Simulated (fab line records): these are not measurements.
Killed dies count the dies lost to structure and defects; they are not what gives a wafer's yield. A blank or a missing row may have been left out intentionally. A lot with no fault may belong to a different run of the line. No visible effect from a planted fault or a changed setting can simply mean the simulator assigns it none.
8D (eight disciplines) problem report, filled in by code + flow n5_finfet + the parts of the form that need people (team, actions taken, sign-off) are left out

1. THE PROBLEM
Mean MD_CAP_THK at N5_MOL_CONTACT_COAG_THK_MEAS_29: 24.35 nm over 2 wafers in 2 lots; fault-free wafers: 17.87 nm, standard deviation 0.079. That is +82 standard deviations from the usual mean.
First observed at day 7 07:08: wafer L279.6, on film_metro-01. The record holds 23 wafers of 8 lots with a number at this step. By rule, "out" or "out of limits" means more than 4 standard deviations away from the usual mean. Any other wafer with a number is counted as sound.

2. WHAT IT IS; WHAT IT IS NOT
| question                    | is                           | is not                                                                                      |
|-----------------------------|------------------------------|---------------------------------------------------------------------------------------------|
| which readings at this step | MD_CAP_THK                   | -                                                                                           |
| which lots                  | L279, L283                   | L275, L276, L289, L290, L292, L294                                                          |
| which wafers of those lots  | L279.6, L283.5               | L279.1, L283.1, L283.3                                                                      |
| read on which gauges        | film_metro-01, film_metro-02 | -                                                                                           |
| when                        | from day 7 07:08             | up to then (7 sound wafers); but 14 sound wafers of L283, L289, L290, L292, L294 came after |

3. SUSPECTS, AND WHAT RULES EACH OUT
Counting: a tool at a process step up to the reading stays a suspect if it ran every lot that is out. Sound lots after the first of them don't rule it out here, since some wafers of a struck lot are sound.
- the gauge at N5_MOL_CONTACT_COAG_THK_MEAS_29 is ruled out. 2 gauges (film_metro-01, film_metro-02) read the wafers that are out.
- cvd_w-01 at N5_HKMG_FIN_ALD_72 (deposits W, target thk 2 nm, pulse time 1 s, purge time 2 s): kept. It processed each lot that is out (first: L279, day 6 10:07); up to then, its last sound lot is L276 (day 5 13:50).
- ald_sin-01 at N5_GATE_CUT_SAC_CAP_01 (material SiNx, target thk 24 nm, pulse time 1 s, ald cycles 480): kept. It processed each lot that is out (first: L279, day 6 11:39); up to then, its last sound lot is L276 (day 5 15:26).
Left after counting: cvd_w-01 at N5_HKMG_FIN_ALD_72, ald_sin-01 at N5_GATE_CUT_SAC_CAP_01.

4. THE CAUSE (what the simulator had put in)
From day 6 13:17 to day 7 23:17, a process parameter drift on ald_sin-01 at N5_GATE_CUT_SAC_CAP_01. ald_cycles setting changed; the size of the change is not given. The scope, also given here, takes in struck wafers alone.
After counting, 2 suspects remain, this tool included.

5. THE EFFECT CHAIN, in route order
Each row: a reading whose mean over the struck wafers that have a number lies more than 3 standard deviations from the usual. Scope: only readings with a usual standard deviation given in the record; hours: median across lots of the time from each lot's start at the first step in this table that gives one to its start at this step; sigmas: change in usual standard deviations.
| hours | step                            | reading           | usual    | on struck wafers | change | sigmas |
|-------|---------------------------------|-------------------|----------|------------------|--------|--------|
| 0     | N5_GATE_CUT_ETCH_19             | etch_rf_on_time_s | 77.0 s   | 55.1             | -21.9  | -14    |
| 15    | N5_MOL_CONTACT_COAG_THK_MEAS_29 | MD_CAP_THK        | 17.87 nm | 24.35            | +6.48  | +82    |
| 17    | N5_MOL_CONTACT_COAG_ETCH_47     | etch_rf_on_time_s | 31.2 s   | 42.7             | +11.5  | +21    |
Process steps it contains:
- N5_GATE_CUT_ETCH_19: etches SiNx in CH3F/O2, target depth 53.7 nm, time 76.7 s.
- N5_MOL_CONTACT_COAG_ETCH_47: etches SiNx in CH3F/O2, stops on W, target depth 27 nm.
Later steps that measure or inspect, where all struck wafers having a row at the step show a number for every such reading and not one has moved that far: N5_BEOL_M4_RC_MEAS_101.

6. HOW IT WOULD HAVE BEEN CAUGHT EARLIER
In this record the first reading out of limits at a measuring or inspecting step was taken at day 7 07:08, 18 hours after the fault began at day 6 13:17.
An alarm limit of 4 standard deviations would not have fired on the tool readings at N5_GATE_CUT_SAC_CAP_01 for which the record gives a usual standard deviation, since none of them was out on any struck wafer.
Lots out: 2; of these, L283 started N5_GATE_CUT_SAC_CAP_01 on ald_sin-01 after day 7 07:08. A tool hold placed at that time would have kept it from harm.
